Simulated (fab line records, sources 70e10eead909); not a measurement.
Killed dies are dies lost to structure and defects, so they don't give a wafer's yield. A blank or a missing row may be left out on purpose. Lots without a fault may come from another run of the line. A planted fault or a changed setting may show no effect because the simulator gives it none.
A struck lot beside a sound one | flow nand_harc | 20 steps out of a route of 1302
Sound: wafers L403.1, L403.4, L403.6. Struck: wafers L412.3, L412.5. (L412.4 of the same lot was not struck and is left out.) The cause comes at the end.
At each step with rows: each side's tool, then ch and its chambers, then its first start. Under that, the readings that differ: sound wafers | struck wafers | difference of the means | sigmas: that difference in standard deviations of wafers without a fault.
alike: readings whose means differ by less than 2 such deviations, and words and numbers that are the same on both sides. not compared: withheld readings, readings that some wafer has no value for, bounds like >300 that may hide the same value, and numbers for which the record gives no deviation and whose values overlap.
The two part at a step that has a row with sigmas, a row that says differs or no value, or rows on one side only. Numbers that don't overlap but have no deviation are shown without sigmas and don't part them. A reading that every wafer of one side lacks parts them only if that side has two wafers or more.

first, 2 steps without rows for these wafers: NHARC_A_SLIT_PRECLEAN_19 (cleans in SC1); NHARC_A_SLIT_SRD_20.
NHARC_A_SLIT_CD_MEAS_21:
  sound on cd_sem-01, day 20 10:10; struck on cd_sem-01, day 24 08:38
  reading    | sound             | struck      | difference | sigmas
  cd_nm (nm) | 291.2 290.8 291.2 | 288.8 289.3 | -2.0       | -2
then, 3 steps without rows for these wafers: NHARC_A_SIN_REMOVE_WET_00 (chemistry H3PO4, time 15300 s); NHARC_A_SIN_REMOVE_PRECLEAN_01 (cleans in SC1); NHARC_A_SIN_REMOVE_SRD_02.
NHARC_A_SIN_REMOVE_INSPECT_04:
  sound on defect_inspect-01, day 20 16:07; struck on defect_inspect-02, day 24 15:14
  alike: raw_defect_count
NHARC_A_WL_FILL_ALD_00: deposits Al2O3, target thk 3 nm, pulse time 3 s, ald cycles 30.
  sound on ald_hk-02 ch 1,3, day 20 16:10; struck on ald_hk-01 ch 2,3, day 24 15:18
  alike: heater_power_w, precursor_pulse_height_rel
NHARC_A_WL_FILL_RTA_01: time 5 s.
  sound on rtp_anneal-02 ch 0, day 20 16:26; struck on rtp_anneal-02 ch 0, day 24 15:45
  alike: lamp_power_pct, lamp_zone_3_pct, wafer_temp_C_max
then, 1 step without rows for these wafers: NHARC_A_WL_FILL_ALD_02 (deposits TiN, target thk 2 nm, pulse time 3 s, ald cycles 100).
NHARC_A_WL_FILL_CVD_03: deposits W, target thk 40 nm, time 279 s.
  sound on cvd_w-01 ch 0,1, day 20 17:08; struck on cvd_w-02 ch 0, day 24 16:27
  alike: heater_power_w, throttle_valve_pct
NHARC_A_WL_FILL_ETCHBACK_04: etches the open film in NF3, target depth 60 nm, time 120 s.
  sound on rie_metal-02 ch 0,1, day 20 17:27; struck on rie_metal-03 ch 0, day 24 16:47
  alike: drypump_motor_current_A, oes_product_au
  not compared: rf_hours_counter_h
NHARC_A_WL_FILL_ETCHBACK_05: etches the open film in Cl2/BCl3, target depth 22 nm, time 60 s.
  sound on rie_metal-02 ch 0,1, day 20 17:43; struck on rie_metal-03 ch 1, day 24 16:59
  reading               | sound             | struck      | difference | sigmas
  oes_product_au (a.u.) | 0.998 0.994 0.993 | 1.024 1.030 | +0.032     | +2
  alike: drypump_motor_current_A
  not compared: rf_hours_counter_h
then, 5 steps without rows for these wafers: NHARC_A_WL_FILL_STRIP_27 (strips in N2/H2, time 20 s); NHARC_A_WL_FILL_STRIP_28 (strips in post etch residue remover, time 1200 s); NHARC_A_WL_FILL_PRECLEAN_06 (cleans in DIW, time 300 s); NHARC_A_WL_FILL_SRD_07; NHARC_A_WL_FILL_ANNEAL_08 (time 1800 s).
NHARC_A_WL_FILL_ALD_10: deposits SiO2, target thk 50 nm, pulse time 10 s, ald cycles 500.
  sound on ald_hk-02 ch 0,2,3, day 20 23:44; struck on ald_hk-01 ch 3, day 25 01:41
  reading | sound | struck                                            | difference                   | sigmas
  hold    | - - - | await_dispo/1.6h/release await_dispo/1.6h/release | no value on the sound wafers |
  alike: heater_power_w, precursor_pulse_height_rel
-- the record jumps here: 4 days lie between the struck wafers' starts before and after (it left off in module A_WL_FILL and takes up again in module END, whose first step shown is number 1302 of the route) --
NHARC_END_SORT_01:
  sound on prober-01 ch 0, day 24 11:29; struck on prober-01 ch 0, day 28 17:46
  reading         | sound    | struck                                            | difference                   | sigmas
  hold            | - - -    | await_dispo/3.0h/release await_dispo/3.0h/release | no value on the sound wafers |
  killed_at_array | 51 57 49 | 191 145                                           | +116                         | +10
  killed_dies     | 57 60 55 | 195 147                                           | +114                         | +9
  killed_short    | 1 5 2    | 7 6                                               | +4                           | +2
  alike: killed_at_other, killed_at_periphery, killed_open

WHERE THEY PART
First at NHARC_A_SLIT_CD_MEAS_21; last, within this record, at NHARC_END_SORT_01.

WHY: what the simulator had put in
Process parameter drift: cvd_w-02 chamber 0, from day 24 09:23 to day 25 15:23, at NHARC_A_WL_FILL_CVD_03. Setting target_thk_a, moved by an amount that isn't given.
